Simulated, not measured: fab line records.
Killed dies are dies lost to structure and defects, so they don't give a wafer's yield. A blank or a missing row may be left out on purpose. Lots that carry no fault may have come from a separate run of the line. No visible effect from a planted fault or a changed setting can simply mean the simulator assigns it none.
fab line records	flow n5_finfet	part 1 of 2: steps 1 to 31 of 43
[record] lots = 7	wafers = 21	last_day = 18
route steps=1938 shown MOL_CONTACT_COAG@626 BEOL_M0_SAQP@632 BEOL_M4@1111
lots with no fault: from the same line, run without faults
start_h: start of the lot's first displayed wafer, in hours after the record's first day	wait_h: time in hours since the lot's previous step	" identical to the entry in the row above	L1.1+2: one row covering several wafers at once	- no value, or no start was given	* or withheld: withheld	< > ~ a bound
route shown NAME@n: names a module that has steps shown in the file, with the first one's number in the route	usual: the fault-free wafers' mean and standard deviation	same: alike in all rows	chamber/n: place in a boat	sites: each site's reading	_std_site: standard deviation of those values	_edge_site: the outer-site mean with the inner-site mean subtracted	radius_mm: how far each site lies from the wafer's centre	mask NAME#n: copy n	behind: the last tool/chamber to shape the wafer	hold: cause of the lot's hold/its duration in hours/its outcome	device: which transistor (n, p or np) failed to switch	end of line: tests run on the same wafers once the route is complete	a step given without rows: its recipe and nothing more	killed: dies that structure and defects cost at the first sort, which is not the same as the wafer's yield	map: a wafer's dies, marking killed ones x, the rest . and places with no die _
set.NAME: setting as actually run; set.NAME@STEP: the setting as run at that earlier step	model.NAME: the simulator's own value behind a step, which no gauge read
certain route steps with their lots: each step a table, each wafer a row
services: when a tool's chamber went out of use (start_h, in hours from the record's first day, below 0 if earlier), for how many hours, and the reason
[[steps]]
[step N5_MOL_CONTACT_COAG_SRD_128]
[recipe] dry_time_s = 32	dry = n2_spin	spin_rpm = 1500
[step N5_MOL_CONTACT_COAG_CMP_52]
[recipe] stop_on = SiO2	t_overpolish_s = 1.5	post_cmp_clean = w_dilute_nh4oh	down_force_psi = 4	platen_rpm = 50.289	pad_velocity_m_s = 1.0006	target_thk_nm = 66.5
[usual] motor_current_A = 12.3/1.3	overpolish_run_s = 1.499/0.011	slurry_flow_ml_min = 150.0/0.47	time_to_endpoint_s = 14/3.5
lot.wafer	tool	chamber	start_h	wait_h	motor_current_A	overpolish_run_s	slurry_flow_ml_min	time_to_endpoint_s
L581.2	cmp-02	2	105.68	0.0	11.5	1.498	151.1	17
L581.3	"	0	"	"	13.8	1.496	149.6	13
L581.5	"	3	"	"	11.1	1.503	150.3	15
L583.2	cmp-03	3	118.78	0.1	11.3	1.505	150.6	13
L583.3	"	0	"	"	11.0	1.514	149.3	14
L583.5	"	3	"	"	11.7	1.498	150.6	11
L591.2	cmp-03	3	164.82	0.0	11.5	1.504	150.0	16
L591.5	"	3	"	"	11.7	1.485	149.3	15
L591.6	"	0	"	"	11.1	1.494	149.8	15
L590.4	cmp-02	2	173.28	0.1	11.5	1.510	151.0	21
L590.5	"	1	"	"	12.6	1.508	150.2	14
L590.6	"	2	"	"	11.4	1.489	150.4	20
L592.2	cmp-02	1	177.23	0.1	12.8	1.493	150.2	11
L592.4	"	2	"	"	11.4	1.500	149.3	16
L592.6	"	1	"	"	12.6	1.506	150.5	12
L597.2	cmp-04	2	212.91	0.1	10.3	1.510	149.5	9
L597.4	"	3	"	"	12.5	1.496	150.4	10
L597.5	"	1	"	"	14.2	1.496	150.7	11
L603.2	cmp-04	2	246.01	0.1	9.9	1.485	150.4	11
L603.4	"	0	"	"	12.1	1.501	150.7	21
L603.6	"	1	"	"	14.2	1.505	149.8	13
[step N5_MOL_CONTACT_COAG_THK_MEAS_53]
[recipe] reads = SiO2_of_MOL_CONTACT_COAG_PECVD_31
[usual] VIA_MOL_THK = 44.1/0.82
lot.wafer	tool	chamber	start_h	wait_h	VIA_MOL_THK[nm]
L581.2	film_metro-02	-	105.98	-	42.0
L581.3	"	-	"	"	43.8
L581.5	"	-	"	"	42.8
L583.2	film_metro-02	-	119.04	-	45.5
L583.3	"	-	"	"	43.3
L583.5	"	-	"	"	43.5
L591.2	film_metro-02	-	165.12	-	45.2
L591.5	"	-	"	"	44.1
L591.6	"	-	"	"	44.8
L590.4	film_metro-02	-	173.54	-	45.5
L590.5	"	-	"	"	44.8
L590.6	"	-	"	"	44.7
L592.2	film_metro-01	-	177.48	-	44.6
L592.4	"	-	"	"	45.5
L592.6	"	-	"	"	44.5
L597.2	film_metro-01	-	213.17	-	44.3
L597.4	"	-	"	"	45.1
L597.5	"	-	"	"	44.9
L603.2	film_metro-02	-	246.27	-	42.7
L603.4	"	-	"	"	42.9
L603.6	"	-	"	"	44.1
[step N5_MOL_CONTACT_COAG_ANNEAL_112]
[recipe] temp_c = 400	time_s = 1800	ambient = HPD2	pressure_atm = 10
[usual] spike_tc_centre_C = 399.8/1	wafer_temp_C_max = 401.2/0.3
lot.wafer	tool	chamber	start_h	wait_h	spike_tc_centre_C	wafer_temp_C_max
L581.2	hp_anneal-01	0	106.01	0.0	400.4	401.0
L581.3	"	0	"	"	400.7	401.5
L581.5	"	0	"	"	398.8	401.0
L583.2	hp_anneal-01	0	119.07	0.0	400.5	401.2
L583.3	"	0	"	"	400.6	401.3
L583.5	"	0	"	"	398.8	401.8
L591.2	hp_anneal-01	0	167.50	2.4	399.4	401.6
L591.5	"	0	"	"	399.3	401.1
L591.6	"	0	"	"	401.0	400.7
L590.4	hp_anneal-01	0	173.56	0.0	398.9	401.6
L590.5	"	0	"	"	400.8	401.7
L590.6	"	0	"	"	400.6	401.2
L592.2	hp_anneal-01	0	177.51	0.0	400.0	401.3
L592.4	"	0	"	"	398.9	401.6
L592.6	"	0	"	"	400.5	401.7
L597.2	hp_anneal-01	0	213.19	0.0	400.5	401.3
L597.4	"	0	"	"	399.6	401.2
L597.5	"	0	"	"	397.2	401.8
L603.2	hp_anneal-01	0	246.30	0.0	401.9	401.0
L603.4	"	0	"	"	399.0	401.4
L603.6	"	0	"	"	399.7	400.8
[step N5_MOL_CONTACT_COAG_INSPECT_97]
[recipe] inspect_instrument = darkfield	mode = post_anneal
[usual] raw_defect_count = 43/14
lot.wafer	tool	chamber	start_h	wait_h	raw_defect_count
L581.2	defect_inspect-01	-	109.05	0.0	33
L581.3	"	-	"	"	21
L581.5	"	-	"	"	29
L583.2	defect_inspect-01	-	122.11	0.0	74
L583.3	"	-	"	"	53
L583.5	"	-	"	"	61
L591.2	defect_inspect-01	-	170.56	0.1	40
L591.5	"	-	"	"	55
L591.6	"	-	"	"	43
L590.4	defect_inspect-02	-	176.65	0.1	54
L590.5	"	-	"	"	36
L590.6	"	-	"	"	46
L592.2	defect_inspect-02	-	180.55	0.0	69
L592.4	"	-	"	"	30
L592.6	"	-	"	"	85
L597.2	defect_inspect-01	-	216.24	0.0	60
L597.4	"	-	"	"	61
L597.5	"	-	"	"	62
L603.2	defect_inspect-01	-	249.34	0.0	62
L603.4	"	-	"	"	66
L603.6	"	-	"	"	56
[step N5_BEOL_M0_SAQP_PECVD_00]
[recipe] material = SiCN	target_thk_a = 80	temp_c = withheld	precursor = 3MS/NH3	pressure_torr = 3	rf_w = 202	time_s = 14
[step N5_BEOL_M0_SAQP_ILD_DEP_01]
[recipe] material = SiOC	target_thk_a = 454.19	temp_c = 350	precursor = DEMS/O2	pressure_torr = 5	rf_w = 500	time_s = 8.7
[step N5_BEOL_M0_SAQP_HM_DEP_02]
[recipe] material = TiN	target_thk_a = 120	temp_c = 25	chamber_pressure_pa = 0.49996
[step N5_BEOL_M0_SAQP_PECVD_03]
[recipe] material = SiCN	target_thk_a = 120	temp_c = withheld	precursor = 3MS/NH3	pressure_torr = 3	rf_w = 202	time_s = 21.1
[usual] chamber_pressure_Torr = 3.000/0.0068	rf_fwd_power_W = 199.3/0.8	showerhead_plenum_p_Torr = 3.658/0.0083	throttle_valve_pct = 8.8/0.55
lot.wafer	tool	chamber	start_h	wait_h	chamber_pressure_Torr	rf_fwd_power_W	showerhead_plenum_p_Torr	throttle_valve_pct
L581.2	pecvd-03	0	110.76	0.1	2.983	201.5	3.672	8.9
L581.3	"	1	"	"	3.008	199.4	3.653	9.6
L581.5	"	1	"	"	3.003	199.8	3.649	9.6
L583.2	pecvd-03	0	124.54	0.1	2.996	200.2	3.660	9.1
L583.3	"	2	"	"	2.997	198.8	3.664	8.2
L583.5	"	1	"	"	3.003	199.8	3.652	9.8
L591.2	pecvd-02	2	171.07	0.1	2.995	199.0	3.667	9.0
L591.5	"	1	"	"	2.999	199.9	3.654	8.7
L591.6	"	0	"	"	2.993	199.5	3.651	8.1
L590.4	pecvd-03	2	177.39	0.0	2.998	198.8	3.661	8.1
L590.5	"	0	"	"	2.992	200.4	3.664	9.0
L590.6	"	1	"	"	2.993	199.9	3.656	9.7
L592.2	pecvd-03	1	181.50	0.1	3.000	198.1	3.648	9.7
L592.4	"	2	"	"	2.995	198.9	3.661	8.2
L592.6	"	0	"	"	3.006	199.9	3.660	8.9
L597.2	pecvd-02	0	219.84	0.1	2.991	199.3	3.645	8.4
L597.4	"	1	"	"	2.993	199.4	3.662	8.8
L597.5	"	1	"	"	2.998	199.8	3.655	8.3
L603.2	pecvd-04	1	249.98	0.1	2.999	199.8	3.652	9.0
L603.4	"	2	"	"	3.008	197.1	3.659	9.0
L603.6	"	1	"	"	2.998	199.9	3.654	8.8
[step N5_BEOL_M0_SAQP_PECVD_96]
[recipe] material = a-Si	target_thk_a = 450	temp_c = 350	precursor = SiH4/He	pressure_torr = 3	rf_w = 100	time_s = 45.2
[step N5_BEOL_M0_SAQP_PECVD_97]
[recipe] material = SiNx	target_thk_a = 230	temp_c = 350	precursor = SiH4/NH3/N2	pressure_torr = 1.5	rf_w = 300	time_s = 19.9
[usual] chamber_pressure_Torr = 1.499/0.0032	heater_power_outer_w = 291/28	heater_power_w = 537/42	showerhead_plenum_p_Torr = 5.10/0.038	throttle_valve_pct = 38.6/2.4
lot.wafer	tool	chamber	start_h	wait_h	chamber_pressure_Torr	heater_power_outer_w	heater_power_w	showerhead_plenum_p_Torr	throttle_valve_pct
L581.2	pecvd-03	0	110.84	0.0	1.496	332	585	5.16	39.3
L581.3	"	1	"	"	1.504	299	509	5.08	43.1
L581.5	"	1	"	"	1.498	286	530	5.09	43.0
L583.2	pecvd-03	0	124.61	0.0	1.495	282	529	5.16	39.2
L583.3	"	2	"	"	1.499	302	551	5.11	35.0
L583.5	"	1	"	"	1.498	257	463	5.09	43.0
L591.2	pecvd-02	2	171.14	0.0	1.502	348	632	5.08	38.8
L591.5	"	1	"	"	1.500	237	503	5.09	37.7
L591.6	"	0	"	"	1.493	311	553	5.06	36.6
L590.4	pecvd-03	2	177.47	0.0	1.496	272	513	5.12	35.3
L590.5	"	0	"	"	1.502	320	586	5.16	39.6
L590.6	"	1	"	"	1.501	295	520	5.06	43.0
L592.2	pecvd-03	1	181.58	0.0	1.500	260	472	5.09	43.0
L592.4	"	2	"	"	1.500	310	542	5.12	35.4
L592.6	"	0	"	"	1.502	311	581	5.16	39.5
L597.2	pecvd-02	0	219.95	0.0	1.497	288	508	5.07	36.8
L597.4	"	1	"	"	1.495	280	558	5.09	37.9
L597.5	"	1	"	"	1.502	279	566	5.10	37.7
L603.2	pecvd-04	1	250.06	0.0	1.497	278	532	5.05	39.7
L603.4	"	2	"	"	1.497	261	524	5.07	39.0
L603.6	"	1	"	"	1.500	282	527	5.04	40.1
[step N5_BEOL_M0_SAQP_PECVD_04]
[recipe] material = a-Si	target_thk_a = 600	temp_c = 350	precursor = SiH4/He	pressure_torr = 3	rf_w = 100	time_s = 60.2
[usual] chamber_pressure_Torr = 2.999/0.0071	heater_power_outer_w = 339/30	heater_power_w = 602/43	showerhead_plenum_p_Torr = 5.640/0.027	throttle_valve_pct = 17.6/1.1
lot.wafer	tool	chamber	start_h	wait_h	chamber_pressure_Torr	heater_power_outer_w	heater_power_w	showerhead_plenum_p_Torr	throttle_valve_pct
L581.2	pecvd-03	0	110.88	0.0	3.015	365	647	5.687	18.1
L581.3	"	1	"	"	2.996	284	498	5.632	19.5
L581.5	"	1	"	"	2.998	279	505	5.622	19.8
L583.2	pecvd-03	0	124.65	0.0	3.015	382	659	5.674	18.1
L583.3	"	2	"	"	3.001	376	644	5.650	16.0
L583.5	"	1	"	"	2.988	312	557	5.625	19.6
L591.2	pecvd-02	2	171.18	0.0	-	-	-	-	-
L591.5	"	1	"	"	-	-	-	-	-
L591.6	"	0	"	"	-	-	-	-	-
L590.4	pecvd-03	2	177.52	0.0	-	-	-	-	-
L590.5	"	0	"	"	-	-	-	-	-
L590.6	"	1	"	"	-	-	-	-	-
L592.2	pecvd-03	1	181.62	0.0	-	-	-	-	-
L592.4	"	2	"	"	-	-	-	-	-
L592.6	"	0	"	"	-	-	-	-	-
L597.2	pecvd-02	0	220.01	0.0	3.006	347	595	5.608	16.7
L597.4	"	1	"	"	3.007	295	586	5.635	17.3
L597.5	"	1	"	"	3.005	297	597	5.633	17.1
L603.2	pecvd-04	1	250.10	0.0	3.003	326	583	5.597	18.0
L603.4	"	2	"	"	2.995	323	598	5.616	17.8
L603.6	"	1	"	"	3.003	321	577	5.600	18.3
[step N5_BEOL_M0_SAQP_THK_MEAS_05]
[usual] thk_nm = 60.1/0.84
lot.wafer	tool	chamber	start_h	wait_h	thk_nm
L581.2	film_metro-02	-	110.99	0.1	59.8
L581.3	"	-	"	"	59.5
L581.5	"	-	"	"	59.3
L583.2	film_metro-01	-	124.76	0.1	60.2
L583.3	"	-	"	"	59.2
L583.5	"	-	"	"	59.7
L591.2	film_metro-02	-	171.28	0.1	22.9
L591.5	"	-	"	"	23.7
L591.6	"	-	"	"	23.1
L590.4	film_metro-01	-	177.59	0.0	23.4
L590.5	"	-	"	"	23.2
L590.6	"	-	"	"	23.1
L592.2	film_metro-01	-	181.71	0.1	23.0
L592.4	"	-	"	"	23.3
L592.6	"	-	"	"	23.2
L597.2	film_metro-02	-	220.14	0.1	59.3
L597.4	"	-	"	"	59.9
L597.5	"	-	"	"	60.8
L603.2	film_metro-01	-	250.19	0.1	58.8
L603.4	"	-	"	"	58.4
L603.6	"	-	"	"	60.8
[step N5_BEOL_M0_SAQP_HM_DEP_111]
[recipe] material = SiO2	target_thk_a = 120	temp_c = 400	precursor = SiH4/N2O	pressure_torr = 0.75	rf_w = 275	time_s = 7.2
[step N5_BEOL_M0_SAQP_COAT_81]
[recipe] resist = SOC	temp_c = 250	time_s = 60	spin_rpm = 1500	resist_thk_nm = 100
[step N5_BEOL_M0_SAQP_COAT_82]
[recipe] resist = SiARC	temp_c = 220	time_s = 60	spin_rpm = 1500	resist_thk_nm = 30
[step N5_BEOL_M0_SAQP_COAT_08]
[recipe] resist = CAR-ArF	spin_rpm = 1500	resist_thk_nm = 90
[step N5_BEOL_M0_SAQP_EBR_10]
[recipe] solvent = PGMEA	ebr_width_mm = 1.5
[step N5_BEOL_M0_SAQP_SOFTBAKE_09]
[recipe] temp_c = 110	time_s = 60	resist = CAR-ArF
[step N5_BEOL_M0_SAQP_EXPOSE_11]
[recipe] mask_id = M0_CORE	na = 1.35	source_shape = dipole	sigma_inner = 0.538	sigma_outer = 0.738	polarization = te	target_cd_nm = 42	dose_mj = 55
[step N5_BEOL_M0_SAQP_PEB_12]
[recipe] peb_temp_c = withheld	peb_time_s = 60	resist = CAR-ArF
[step N5_BEOL_M0_SAQP_DEVELOP_13]
[recipe] develop_time_s = 30	developer = TMAH	resist = CAR-ArF	dev_temp_c = 23	rinse_liquid = diw	dry = air_spin
[step N5_BEOL_M0_SAQP_CD_MEAS_14]
[recipe] target_cd_nm = 42.5	landing_energy_ev = 500	detector = se_inlens
[usual] cd_nm = 42.6/0.39
lot.wafer	tool	chamber	start_h	wait_h	cd_nm
L581.2	cd_sem-01	0	111.47	-	42.9
L581.3	"	0	"	"	42.4
L581.5	"	0	"	"	42.8
L583.2	cd_sem-03	0	125.24	-	43.4
L583.3	"	0	"	"	42.4
L583.5	"	0	"	"	41.8
L591.2	cd_sem-02	0	171.64	-	42.6
L591.5	"	0	"	"	42.4
L591.6	"	0	"	"	42.2
L590.4	cd_sem-02	0	178.08	-	42.7
L590.5	"	0	"	"	42.0
L590.6	"	0	"	"	43.1
L592.2	cd_sem-03	0	182.19	-	42.2
L592.4	"	0	"	"	41.8
L592.6	"	0	"	"	41.8
L597.2	cd_sem-03	0	220.50	-	42.7
L597.4	"	0	"	"	42.0
L597.5	"	0	"	"	42.7
L603.2	cd_sem-03	0	250.68	-	42.3
L603.4	"	0	"	"	43.2
L603.6	"	0	"	"	42.9
[step N5_BEOL_M0_SAQP_OVL_MEAS_15]
[recipe] points_per_wafer = 44
[usual] M0_CORE_OVL = -0.1/0.59
lot.wafer	tool	chamber	start_h	wait_h	M0_CORE_OVL[nm]
L581.2	overlay-01	0	111.50	0.0	-1.8
L581.3	"	0	"	"	-0.3
L581.5	"	0	"	"	-0.8
L583.2	overlay-02	0	125.27	0.0	-0.6
L583.3	"	0	"	"	0.3
L583.5	"	0	"	"	-0.5
L591.2	overlay-01	0	171.70	0.1	-0.9
L591.5	"	0	"	"	-0.1
L591.6	"	0	"	"	0.4
L590.4	overlay-02	0	178.10	0.0	0.5
L590.5	"	0	"	"	0.2
L590.6	"	0	"	"	0.5
L592.2	overlay-02	0	182.23	0.0	0.1
L592.4	"	0	"	"	-0.6
L592.6	"	0	"	"	0.0
L597.2	overlay-01	0	220.53	0.0	-0.1
L597.4	"	0	"	"	-0.9
L597.5	"	0	"	"	-0.6
L603.2	overlay-01	0	250.71	0.0	-1.0
L603.4	"	0	"	"	0.1
L603.6	"	0	"	"	-0.1
[step N5_BEOL_M0_SAQP_INSPECT_16]
[recipe] mode = adi	inspect_instrument = brightfield
[usual] raw_defect_count = 465/120
lot.wafer	tool	chamber	start_h	wait_h	raw_defect_count
L581.2	defect_inspect-02	-	111.52	0.0	603
L581.3	"	-	"	"	630
L581.5	"	-	"	"	901
L583.2	defect_inspect-01	-	125.30	0.0	377
L583.3	"	-	"	"	407
L583.5	"	-	"	"	396
L591.2	defect_inspect-01	-	171.72	0.0	360
L591.5	"	-	"	"	328
L591.6	"	-	"	"	329
L590.4	defect_inspect-02	-	178.13	0.0	471
L590.5	"	-	"	"	667
L590.6	"	-	"	"	444
L592.2	defect_inspect-02	-	182.25	0.0	455
L592.4	"	-	"	"	565
L592.6	"	-	"	"	482
L597.2	defect_inspect-01	-	220.55	0.0	444
L597.4	"	-	"	"	346
L597.5	"	-	"	"	428
L603.2	defect_inspect-01	-	250.73	0.0	417
L603.4	"	-	"	"	487
L603.6	"	-	"	"	386
[step N5_BEOL_M0_SAQP_DESCUM_19]
[recipe] chemistry = O2	time_s = 7.9	source_power_w = 50	bias_power_w = 20	pressure_mtorr = 20	rf_frequency_hz = 2.712e+07	temp_c = 40	resist = CAR-ArF	o2_flow_sccm = 225
[step N5_BEOL_M0_SAQP_ETCH_83]
[recipe] chemistry = CF4	target = SiARC	target_depth_a = 390	mask_material = CAR-ArF	time_s = 65	ion_energy_ev = 80	pressure_mtorr = 40	source_w = 545	bias_w = 36	Ar_flow_sccm = 100	cf4_flow_sccm = 100	ends = cleared
[usual] drypump_motor_current_A = 5.6/0.4	etch_rf_on_time_s = 65.4/2	oes_product_au = 0.65/0.069	rf_vpp_V = 184.0/1	showerhead_plenum_p_Torr = 2.13/0.066	throttle_valve_pct = 15.78/0.28
lot.wafer	tool	chamber	start_h	wait_h	drypump_motor_current_A	etch_rf_on_time_s	oes_product_au	rf_hours_counter_h	rf_vpp_V	showerhead_plenum_p_Torr	throttle_valve_pct
L581.2	rie_diel-03	0	112.19	0.0	5.4	65.2	0.65	168	183.9	2.23	15.98
L581.3	"	1	"	"	5.1	66.3	0.58	209	182.3	2.13	16.07
L581.5	"	2	"	"	5.9	63.9	0.61	-	183.5	2.10	16.18
L583.2	rie_diel-02	0	125.37	0.0	5.6	67.8	0.56	242	185.7	2.20	15.67
L583.3	"	2	"	"	5.9	68.3	0.63	134	183.9	2.15	15.67
L583.5	"	2	"	"	5.9	68.1	0.63	-	184.5	2.15	15.67
L591.2	rie_diel-02	1	172.59	0.0	5.6	65.6	0.66	149	183.4	2.05	15.81
L591.5	"	3	"	"	5.3	65.0	0.71	-	184.9	2.18	15.51
L591.6	"	0	"	"	5.6	65.7	0.84	-	183.0	2.20	15.19
L590.4	rie_diel-01	3	178.23	0.0	6.1	62.0	0.63	197	183.0	2.04	16.09
L590.5	"	3	"	"	6.0	61.6	0.63	-	183.4	2.04	16.09
L590.6	"	0	"	"	6.4	65.7	0.64	-	183.3	2.12	15.40
L592.2	rie_diel-03	0	182.32	0.0	5.4	66.2	0.64	188	185.3	2.23	16.02
L592.4	"	3	"	"	5.2	68.0	0.64	-	183.0	2.06	15.78
L592.6	"	0	"	"	5.4	66.6	0.63	-	185.3	2.23	16.01
L597.2	rie_diel-03	1	220.62	0.0	5.1	65.7	0.57	240	184.1	2.12	16.15
L597.4	"	3	"	"	5.2	67.5	0.63	161	182.2	2.06	15.81
L597.5	"	1	"	"	5.1	65.3	0.57	-	183.9	2.12	16.14
L603.2	rie_diel-03	0	250.80	0.0	5.4	65.0	0.62	212	185.1	2.22	16.05
L603.4	"	2	"	"	5.9	61.7	0.82	-	183.4	2.09	15.72
L603.6	"	3	"	"	5.2	67.8	0.61	-	182.9	2.06	15.85
[step N5_BEOL_M0_SAQP_ETCH_84]
[recipe] chemistry = N2/H2	target = SOC	target_depth_a = 1000	overetch_a = 200	mask_material = SiARC	temp_c = 40	time_s = 150	ion_energy_ev = 200	pressure_mtorr = 30	source_w = 840	bias_w = 150	n2_flow_sccm = 200	h2_flow_sccm = 200
[step N5_BEOL_M0_SAQP_STRIP_80]
[recipe] chemistry = N2/H2	temp_c = 40	n2_flow_sccm = 200	h2_flow_sccm = 200	rf_frequency_hz = 6e+07
[step N5_BEOL_M0_SAQP_HM_OPEN_112]
[recipe] chemistry = CHF3/O2	target = SiO2	stop_on = a-Si	target_depth_a = 120	over_etch_frac = 1.25	mask_material = SOC	time_s = 13.5	pressure_mtorr = 30	source_w = 650	bias_w = 170	Ar_flow_sccm = 200	CHF3_flow_sccm = 50	O2_flow_sccm = 5	ion_energy_ev = 200	ends = end_point
[step N5_BEOL_M0_SAQP_STRIP_113]
[recipe] chemistry = CHF3/O2	resist = SiARC	rf_frequency_hz = 6e+07
[[key]]
[first_sign] step = N5_BEOL_M0_SAQP_PECVD_04	reading = tool_record	direction = missing
[effect] step = N5_BEOL_M0_SAQP_THK_MEAS_05	reading = thk_nm	direction = down	sigmas = 44	usual = *	struck = *
[effect] step = N5_BEOL_M0_SAQP_MANDREL_ETCH_20	reading = oes_product_au	direction = down	sigmas = 37	usual = 0.779	struck = 0.330
[effect] step = N5_BEOL_M0_SAQP_CD_MEAS_25	reading = cd_nm	direction = missing
[model_effect] step = N5_BEOL_M0_SAQP_MANDREL_ETCH_20	value = etch.depth_nm	without = 60.12	struck = 0
[model_effect] step = N5_BEOL_M0_SAQP_MANDREL1_REMOVE_100	value = BEOL_M0_SAQP.cd_nm	without = 12.76	struck = 41.62
[model_effect] step = N5_BEOL_M0_SAQP_MANDREL2_REMOVE_110	value = BEOL_M0_SAQP.cd_nm	without = 15.04	struck = 41.69
met_at N5_BEOL_M0_SAQP_PECVD_04
struck_wafers L590.4,L590.5,L590.6,L591.2,L591.5,L591.6,L592.2,L592.4,L592.6
later_rows_left_out L590.4,L590.5,L590.6,L591.2,L591.5,L591.6,L592.2,L592.4,L592.6
sort_left_out L590.4,L590.5,L590.6,L591.2,L591.5,L591.6,L592.2,L592.4,L592.6
onset_between 124.65 171.18
[fault] kind = skipped_step_whole	tool = pecvd-02,pecvd-03	chamber = -	onset_h = 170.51	steps = N5_BEOL_M0_SAQP_PECVD_04	scope = struck_lots_only
// sort_left_out: the simulated sort isn't trusted on such a fault, so these wafers' sort isn't shown, and their yield isn't known
// later_rows_left_out: the simulator's readings of these wafers behind a module that went badly wrong aren't trusted and aren't shown, but for the sort
